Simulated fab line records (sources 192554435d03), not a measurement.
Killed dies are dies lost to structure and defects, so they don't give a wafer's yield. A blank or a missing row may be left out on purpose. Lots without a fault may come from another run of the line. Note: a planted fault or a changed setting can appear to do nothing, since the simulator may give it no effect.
2 desks looking at one fault | flow n5-finfet | numbers are kept per desk, each desk with only its own; the story behind them comes last

FROM THE METROLOGY DESK
What the gauges read for every lot (on any tool): the sampled wafers with a number, averaged. Any lot whose mean is over 4 standard deviations away from the usual mean is out of limits and marked OUT; that distance is given in the brackets.
Columns: A = cd-nm at N5_GATE_CUT_CD_MEAS_13, usual 19.98 nm
lot  | first seen here | A
L610 | day 4 12:11     | 19.93
L611 | day 4 20:29     | 19.75
L615 | day 5 17:23     | 20.14
L616 | day 5 22:35     | 20.07
L617 | day 6 07:01     | 20.29
L619 | day 6 22:14     | 19.93
L621 | day 7 05:59     | 19.99
L624 | day 8 03:26     | 19.92
L625 | day 8 07:43     | 20.06
L630 | day 9 13:52     | 19.99
L633 | day 10 06:11    | 19.81
This desk's finding: nothing out of limits on any of the 11 lots.

AT THE TOOL OWNER'S DESK: rie-metal-03
The tool's own readings at N5_GATE_CUT_CUT_ETCH_53 (etches W in SF6/Cl2, target depth 79.2 nm): means of the sampled wafers that have a number, for each lot that ran on this tool. Any lot whose mean is over 4 standard deviations away from the usual mean is out of limits and marked OUT; that distance is given in the brackets.
Columns: A = drypump-motor-current-A at N5_GATE_CUT_CUT_ETCH_53, usual 5.6 A; B = etch-rf-on-time-s at N5_GATE_CUT_CUT_ETCH_53, usual 26.3 s; C = oes-product-au at N5_GATE_CUT_CUT_ETCH_53, usual 0.66 a.u.; D = rf-fwd-power-W at N5_GATE_CUT_CUT_ETCH_53, usual 877.0 W; E = throttle-valve-pct at N5_GATE_CUT_CUT_ETCH_53, usual 28.83 %
lot  | first seen here | A   | B               | C    | D     | E
L610 | day 4 12:43     | 5.6 | 25.9            | 0.67 | 877.5 | 28.90
L611 | day 4 21:00     | 5.1 | 26.3            | 0.64 | 877.4 | 28.68
L617 | day 6 07:33     | 5.3 | 26.3            | 0.65 | 879.6 | 28.79
L621 | day 7 06:30     | 5.4 | 26.3            | 0.64 | 875.6 | 28.80
L624 | day 8 03:58     | 5.6 | 27.5            | 0.63 | 879.3 | 28.91
L625 | day 8 08:21     | 5.2 | 28.7 (+6.9) OUT | 0.60 | 878.8 | 28.68
L630 | day 9 14:23     | 5.3 | 27.9 (+4.6) OUT | 0.61 | 878.5 | 28.80
This desk's verdict: out of limits on L625, L630, starting with L625 at day 8 08:21 (etch-rf-on-time-s at N5_GATE_CUT_CUT_ETCH_53). L610, L611, L617, L621, L624: within limits.

TAKEN TOGETHER
The tool owner's desk had the chance to raise an alarm at day 8 08:21 on L625, L630.
The metrology desk saw nothing out of limits.
The metrology desk has L625, L630 on record, within its limits.
Of the lots named, all ran N5_GATE_CUT_CUT_ETCH_53 on rie-metal-03.

WHAT HAD BEEN PUT IN BY THE SIMULATOR
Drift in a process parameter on rie-metal-03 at N5_GATE_CUT_CUT_ETCH_53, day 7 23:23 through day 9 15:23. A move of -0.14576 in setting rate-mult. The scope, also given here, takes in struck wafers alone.
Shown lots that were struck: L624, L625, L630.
Hours from the fault's start to each desk's first reading out of limits: the tool owner's desk, 9.
